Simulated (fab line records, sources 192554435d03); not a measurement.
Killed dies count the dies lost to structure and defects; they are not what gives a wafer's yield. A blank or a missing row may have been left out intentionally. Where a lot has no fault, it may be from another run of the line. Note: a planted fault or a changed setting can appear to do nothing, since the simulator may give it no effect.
Which tool is to blame? ; flow n5Finfet ; 24 lots, 72 wafers sampled, at 5 steps of a route of 1938

== WHAT EACH GAUGE READ, for each wafer ==
N5_WELL_APT_INSPECT_38: inspects for defects (darkfield). Usual: rawDefectCount reads 13 (standard deviation 4.9).
lot;measured;on;rawDefectCount;flag
L074;day 1 16:49;defectInspect-02;11 19 19;
L075;day 1 23:13;defectInspect-01;13 7 6;
L076;day 2 05:13;defectInspect-02;16 9 22;
L077;day 2 11:10;defectInspect-02;8 12 16;
L078;day 2 16:55;defectInspect-02;19 4 8;
L079;day 2 23:01;defectInspect-02;25 23 21;
L080;day 3 05:22;defectInspect-01;15 17 17;
L081;day 3 11:08;defectInspect-02;6 10 15;
L082;day 3 17:13;defectInspect-01;14 9 10;
L083;day 3 23:23;defectInspect-02;11 12 18;
L084;day 4 05:19;defectInspect-01;7 21 8;
L085;day 4 10:37;defectInspect-01;6 8 6;
L086;day 4 16:47;defectInspect-01;14 19 13;
L087;day 4 22:36;defectInspect-02;11 14 19;
L088;day 5 04:40;defectInspect-01;21 15 19;
L089;day 5 10:28;defectInspect-01;18 16 10;
L090;day 5 16:56;defectInspect-01;23 17 11;
L091;day 5 22:34;defectInspect-01;8 11 5;
L092;day 6 04:59;defectInspect-01;8 7 11;
L093;day 6 11:02;defectInspect-02;19 23 15;
L094;day 6 16:47;defectInspect-02;17 15 20;
L095;day 6 23:20;defectInspect-02;10 14 16;
L096;day 7 04:41;defectInspect-01;22 18 11;
L097;day 7 11:05;defectInspect-02;14 22 16;

N5_FIN_SAQP_INSPECT_40: inspects for defects (brightfield). Usual: rawDefectCount reads 244 (standard deviation 71).
lot;measured;on;rawDefectCount;flag
L074;day 2 02:55;defectInspect-02;186 206 173;
L075;day 2 10:50;defectInspect-02;176 216 272;
L076;day 2 15:50;defectInspect-01;298 259 317;
L077;day 2 20:50;defectInspect-01;133 202 268;
L078;day 3 03:44;defectInspect-01;361 427 297;
L079;day 3 09:07;defectInspect-02;144 266 173;
L080;day 3 15:46;defectInspect-02;224 294 268;
L081;day 3 21:12;defectInspect-01;244 207 321;
L082;day 4 02:50;defectInspect-02;167 192 153;
L083;day 4 11:59;defectInspect-02;417 355 458;
L084;day 4 15:34;defectInspect-02;168 292 217;
L085;day 4 20:53;defectInspect-02;142 147 152;
L086;day 5 04:28;defectInspect-02;180 218 202;
L087;day 5 09:19;defectInspect-02;239 356 443;
L088;day 5 13:56;defectInspect-02;293 255 193;
L089;day 5 19:19;defectInspect-01;239 200 275;
L090;day 6 03:21;defectInspect-01;245 176 254;
L091;day 6 07:36;defectInspect-02;218 237 238;
L092;day 6 14:31;defectInspect-01;240 290 270;
L093;day 6 20:49;defectInspect-01;238 363 259;
L094;day 7 02:01;defectInspect-01;248 205 204;
L095;day 7 09:20;defectInspect-02;248 337 248;
L096;day 7 14:40;defectInspect-01;218 224 144;
L097;day 7 20:38;defectInspect-01;204 195 312;

== EACH LOT AND THE TOOL THAT RAN IT (in order: tool; ch and the chambers of the sampled wafers; start) ==
lot;N5_FIN_SAQP_PECVD_47;N5_FIN_SAQP_DESCUM_21;N5_FIN_SAQP_STRIP_55
L074;pecvd-02 ch 0,1,2, day 1 20:56;rieDiel-04 ch 0,3, day 1 21:53;rieDiel-04 ch 0,2, day 1 22:16
L075;pecvd-03 ch 0,1, day 2 03:41;rieDiel-04 ch 0,1,3, day 2 04:32;rieDiel-03 ch 0,1, day 2 04:55
L076;pecvd-02 ch 0,2, day 2 10:28;rieDiel-03 ch 0,2, day 2 11:12;rieDiel-01 ch 0,1,2, day 2 11:35
L077;pecvd-01 ch 0,2, day 2 15:09;rieDiel-04 ch 0,3, day 2 16:00;rieDiel-04 ch 0,2, day 2 16:23
L078;pecvd-01 ch 0,1, day 2 21:16;rieDiel-03 ch 0,2,3, day 2 22:26;rieDiel-01 ch 2,3, day 2 22:54
L079;pecvd-02 ch 0,1,2, day 3 03:13;rieDiel-04 ch 0,2,3, day 3 04:19;rieDiel-03 ch 1,2,3, day 3 04:52
L080;pecvd-02 ch 0,1,2, day 3 09:50;rieDiel-01 ch 0,2,3, day 3 10:35;rieDiel-03 ch 0,3, day 3 10:58
L081;pecvd-03 ch 0,1,2, day 3 15:32;rieDiel-01 ch 0,2,3, day 3 16:17;rieDiel-01 ch 0,2,3, day 3 16:49
L082;pecvd-03 ch 0,2, day 3 21:33;rieDiel-01 ch 0,2,3, day 3 22:11;rieDiel-01 ch 0,2,3, day 3 22:34
L083;pecvd-03 ch 0,1, day 4 04:44;rieDiel-04 ch 2,3, day 4 05:59;rieDiel-01 ch 0,1, day 4 06:22
L084;pecvd-01 ch 0,1,2, day 4 09:59;rieDiel-04 ch 2,3, day 4 10:43;rieDiel-01 ch 1,2,3, day 4 11:06
L085;pecvd-03 ch 0,1,2, day 4 15:44;rieDiel-04 ch 0,2,3, day 4 16:29;rieDiel-03 ch 0,1,2, day 4 16:52
L086;pecvd-01 ch 0,1, day 4 20:44;rieDiel-04 ch 0,2,3, day 4 21:29;rieDiel-01 ch 0,2, day 4 21:52
L087;pecvd-02 ch 1,2, day 5 04:13;rieDiel-03 ch 0,1, day 5 04:58;rieDiel-04 ch 0,1,2, day 5 05:22
L088;pecvd-02 ch 1,2, day 5 08:47;rieDiel-03 ch 0,3, day 5 09:32;rieDiel-03 ch 0,1,3, day 5 09:55
L089;pecvd-02 ch 0,1,2, day 5 14:25;rieDiel-04 ch 1,2,3, day 5 15:10;rieDiel-04 ch 0,1,2, day 5 15:33
L090;pecvd-01 ch 0,1,2, day 5 20:53;rieDiel-03 ch 0,1,3, day 5 22:05;rieDiel-04 ch 1,2,3, day 5 22:28
L091;pecvd-02 ch 0,1,2, day 6 02:41;rieDiel-03 ch 0,1,3, day 6 03:26;rieDiel-01 ch 1,2, day 6 03:49
L092;pecvd-02 ch 0,1,2, day 6 08:50;rieDiel-03 ch 1,2,3, day 6 09:35;rieDiel-03 ch 1,2,3, day 6 09:58
L093;pecvd-01 ch 0,1, day 6 15:03;rieDiel-01 ch 1,3, day 6 16:06;rieDiel-01 ch 1,2, day 6 16:29
L094;pecvd-03 ch 0,2, day 6 20:49;rieDiel-01 ch 0,1,3, day 6 21:34;rieDiel-03 ch 2,3, day 6 21:56
L095;pecvd-03 ch 1,2, day 7 03:27;rieDiel-01 ch 1,2,3, day 7 04:22;rieDiel-04 ch 0,1,2, day 7 04:44
L096;pecvd-03 ch 0,1,2, day 7 08:51;rieDiel-01 ch 0,3, day 7 09:52;rieDiel-04 ch 0,1,3, day 7 10:16
L097;pecvd-02 ch 0,1,2, day 7 15:32;rieDiel-03 ch 0,1,3, day 7 16:25;rieDiel-01 ch 0,1, day 7 16:47
- N5_FIN_SAQP_PECVD_47: deposits a-Si from SiH4/He, target thk 45 nm, time 36.3 s.
- N5_FIN_SAQP_DESCUM_21: chemistry O2, time 7.9 s.
- N5_FIN_SAQP_STRIP_55: strips in N2/H2.

== AS READ BY THE TOOLS THEMSELVES (means over the sampled wafers that have a number; for cases with no such wafer, the mark the record gives instead) ==
N5_FIN_SAQP_PECVD_47. Usual: heaterPowerW 856 W, standard deviation 110; showerheadPlenumPTorr 5.657 Torr, standard deviation 0.024; throttleValvePct 18.2 %, standard deviation 0.9.
lot;tool;heaterPowerW (W);showerheadPlenumPTorr (Torr);throttleValvePct (%);flag
L074;pecvd-02;787;5.650;18.1;
L075;pecvd-03;850;5.648;18.4;
L076;pecvd-02;727;5.632;18.2;
L077;pecvd-01;950;5.657;17.5;
L078;pecvd-01;931;5.673;18.5;
L079;pecvd-02;765;5.640;18.1;
L080;pecvd-02;736;5.638;18.0;
L081;pecvd-03;918;5.672;18.4;
L082;pecvd-03;822;5.666;17.5;
L083;pecvd-03;826;5.646;18.4;
L084;pecvd-01;919;5.664;18.4;
L085;pecvd-03;894;5.663;18.3;
L086;pecvd-01;910;5.663;18.5;
L087;pecvd-02;807;5.636;18.0;
L088;pecvd-02;799;5.648;17.6;
L089;pecvd-02;805;5.643;18.0;
L090;pecvd-01;960;5.674;18.5;
L091;pecvd-02;799;5.643;18.1;
L092;pecvd-02;791;5.644;17.8;
L093;pecvd-01;961;5.693;19.4;
L094;pecvd-03;891;5.670;17.6;
L095;pecvd-03;954;5.680;18.2;
L096;pecvd-03;916;5.675;18.3;
L097;pecvd-02;805;5.653;18.2;

N5_FIN_SAQP_DESCUM_21. Usual: drypumpMotorCurrentA 5.53 A, standard deviation 0.27; oesProductAu 0.76 a.u., standard deviation 0.085; rfVppV 242.9 V, standard deviation 1.4; showerheadPlenumPTorr 2.08 Torr, standard deviation 0.071; throttleValvePct 20.36 %, standard deviation 0.19.
lot;tool;drypumpMotorCurrentA (A);oesProductAu (a.u.);rfVppV (V);showerheadPlenumPTorr (Torr);throttleValvePct (%);flag
L074;rieDiel-04;5.43;0.76;243.0;2.09;20.29;
L075;rieDiel-04;5.54;0.76;242.4;2.06;20.26;
L076;rieDiel-03;5.23;0.71;242.0;2.04;20.59;
L077;rieDiel-04;5.42;0.77;243.3;2.09;20.31;
L078;rieDiel-03;5.40;0.79;243.3;2.10;20.48;
L079;rieDiel-04;5.37;0.75;242.6;2.08;20.29;
L080;rieDiel-01;5.45;0.73;243.7;2.07;20.38;
L081;rieDiel-01;5.46;0.72;243.3;2.07;20.39;
L082;rieDiel-01;5.45;0.72;242.5;2.07;20.38;
L083;rieDiel-04;5.28;0.75;242.6;2.08;20.27;
L084;rieDiel-04;5.34;0.73;243.2;2.08;20.27;
L085;rieDiel-04;5.38;0.73;241.9;2.08;20.31;
L086;rieDiel-04;5.38;0.74;242.6;2.08;20.29;
L087;rieDiel-03;5.84;0.69;244.5;2.15;20.46;
L088;rieDiel-03;5.56;0.84;244.6;2.15;20.42;
L089;rieDiel-04;5.51;0.74;242.5;2.04;20.28;
L090;rieDiel-03;5.71;0.75;244.4;2.15;20.45;
L091;rieDiel-03;5.69;0.75;244.1;2.15;20.44;
L092;rieDiel-03;5.41;0.85;245.0;2.19;20.56;
L093;rieDiel-01;5.50;0.78;241.9;2.00;20.27;
L094;rieDiel-01;5.40;0.78;242.2;2.06;20.26;
L095;rieDiel-01;5.55;0.78;241.4;2.00;20.31;
L096;rieDiel-01;5.27;0.84;243.0;2.07;20.17;
L097;rieDiel-03;5.70;0.84;243.6;2.15;20.35;

N5_FIN_SAQP_STRIP_55. Usual: drypumpMotorCurrentA 5.53 A, standard deviation 0.28; h2FlowSccm 300.0 sccm, standard deviation 0.94; n2FlowSccm 300.0 sccm, standard deviation 0.75; oesProductAu 0.75 a.u., standard deviation 0.075; rfVppV 121.6 V, standard deviation 1.6; showerheadPlenumPTorr 3.34 Torr, standard deviation 0.12; throttleValvePct 18.9 %, standard deviation 0.31.
lot;tool;drypumpMotorCurrentA (A);h2FlowSccm (sccm);n2FlowSccm (sccm);oesProductAu (a.u.);rfVppV (V);showerheadPlenumPTorr (Torr);throttleValvePct (%);flag
L074;rieDiel-04;5.45;299.7;299.3;0.73;121.8;3.34;18.7;
L075;rieDiel-03;5.85;299.2;300.4;0.72;123.5;3.47;18.9;
L076;rieDiel-01;5.61;300.3;300.2;0.76;120.7;3.30;18.9;
L077;rieDiel-04;5.46;300.7;300.2;0.73;121.2;3.33;18.8;
L078;rieDiel-01;5.42;300.0;299.7;0.72;122.0;3.27;18.7;
L079;rieDiel-03;5.42;299.7;300.0;0.78;121.2;3.36;19.1;
L080;rieDiel-03;5.71;299.7;300.5;0.79;123.1;3.45;18.8;
L081;rieDiel-01;5.45;299.1;300.4;0.73;122.0;3.33;18.8;
L082;rieDiel-01;5.47;299.4;300.0;0.73;122.7;3.33;18.8;
L083;rieDiel-01;5.54;299.5;300.4;0.72;120.6;3.30;18.8;
L084;rieDiel-01;5.57;299.7;300.3;0.72;120.7;3.23;18.7;
L085;rieDiel-03;5.53;299.8;299.9;0.69;121.3;3.37;19.1;
L086;rieDiel-01;5.48;300.2;299.9;0.74;121.2;3.39;19.1;
L087;rieDiel-04;5.63;300.3;300.4;0.72;123.3;3.29;18.8;
L088;rieDiel-03;5.73;300.4;299.9;0.76;121.9;3.44;18.9;
L089;rieDiel-04;5.64;300.2;300.7;0.72;121.4;3.29;18.8;
L090;rieDiel-04;5.53;300.5;300.9;0.73;121.4;3.30;18.8;
L091;rieDiel-01;5.67;299.0;299.8;0.71;120.3;3.19;18.7;
L092;rieDiel-03;5.41;300.5;300.2;0.86;122.0;3.49;19.0;
L093;rieDiel-01;5.75;300.3;299.6;0.72;120.2;3.20;18.8;
L094;rieDiel-03;5.28;299.5;299.5;0.91;123.0;3.47;18.8;
L095;rieDiel-04;5.63;300.0;300.0;0.71;121.0;3.29;18.8;
L096;rieDiel-04;5.56;300.1;299.4;0.73;120.0;3.31;19.1;
L097;rieDiel-01;5.45;299.0;298.9;0.71;121.7;3.38;19.0;

== THE ANSWER, worked out from the rows above alone ==
Rule: take the mean of a lot's wafers that have a number; if it is more than 3 standard deviations from the usual mean, the lot is off. A lot without any number at a reading at which 4 lots or more have one is off too. All remaining lots with rows at the step are treated as sound. First the gauges in route order, then the tools' own readings, where a lot's mean is used as printed above. At the first step where some lot is off, the reading lying furthest off is the one used; lots without a number count as furthest.
No lot is off on any of the readings shown, so nothing can be concluded from this.

== WHAT THE SIMULATOR PUT IN ==
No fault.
